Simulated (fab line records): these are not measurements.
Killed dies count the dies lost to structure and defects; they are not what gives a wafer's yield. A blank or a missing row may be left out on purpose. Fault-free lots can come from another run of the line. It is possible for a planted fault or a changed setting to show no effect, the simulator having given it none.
Chamber matching || flow nandHarc || 4 sister chambers for NHARC_A_CHANNEL_FILL_D1_ALD_25 on aldHk-03
The step deposits SiOx, target thk 60 nm, pulse time 10 s, ald cycles 600. 4 wafers are shown with their chamber, then 12 later ones without.

EACH WAFER AND ITS CHAMBER
{"wafer": "L081.6", "chamber": 0, "heaterPowerW (W)": 507}
{"wafer": "L086.3", "chamber": 3, "heaterPowerW (W)": 421}
{"wafer": "L087.5", "chamber": 1, "heaterPowerW (W)": 462}
{"wafer": "L087.6", "chamber": 2, "heaterPowerW (W)": 578}

WAFERS WHOSE CHAMBER IS MISSING
{"wafer": "L091.2", "heaterPowerW (W)": 588}
{"wafer": "L091.4", "heaterPowerW (W)": 451}
{"wafer": "L091.6", "heaterPowerW (W)": 509}
{"wafer": "L094.1", "heaterPowerW (W)": 429}
{"wafer": "L094.4", "heaterPowerW (W)": 490}
{"wafer": "L094.6", "heaterPowerW (W)": 421}
{"wafer": "L096.2", "heaterPowerW (W)": 497}
{"wafer": "L096.3", "heaterPowerW (W)": 539}
{"wafer": "L096.5", "heaterPowerW (W)": 482}
{"wafer": "L097.1", "heaterPowerW (W)": 449}
{"wafer": "L097.2", "heaterPowerW (W)": 499}
{"wafer": "L097.6", "heaterPowerW (W)": 479}

EACH ONE'S CHAMBER
{"wafer": "L091.2", "from the rows above": 2, "in truth": 2}
{"wafer": "L091.4", "from the rows above": "can't be placed: 1 or 3", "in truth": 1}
{"wafer": "L091.6", "from the rows above": 0, "in truth": 0}
{"wafer": "L094.1", "from the rows above": "can't be placed: 3 or 1", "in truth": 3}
{"wafer": "L094.4", "from the rows above": "can't be placed: 0 or 1", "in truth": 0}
{"wafer": "L094.6", "from the rows above": 3, "in truth": 3}
{"wafer": "L096.2", "from the rows above": "can't be placed: 0 or 1", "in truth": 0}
{"wafer": "L096.3", "from the rows above": "can't be placed: 0 or 2", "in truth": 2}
{"wafer": "L096.5", "from the rows above": "can't be placed: 1 or 0", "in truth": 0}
{"wafer": "L097.1", "from the rows above": "can't be placed: 1 or 3", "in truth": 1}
{"wafer": "L097.2", "from the rows above": "can't be placed: 0 or 1", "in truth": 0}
{"wafer": "L097.6", "from the rows above": "can't be placed: 1 or 0", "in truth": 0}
3 of 12 placed correctly. Cannot be placed on the basis of these rows: 9; the candidates contain the true chamber in 9. Wrongly placed: 0.
How it was worked out, from the rows above alone: a wafer's distance from a chamber is the root of the sum, over the readings, of the square of ((its reading less the chamber's mean) divided by the reading's scatter). If the next closest chamber is less than 2 further off than the closest, the wafer can't be placed; otherwise it belongs to the closest. For every chamber, the mean is computed from those of its wafers that are shown. The scatter: root of mean squared gap, hidden wafer to nearest shown wafer, with one shown wafer a chamber.
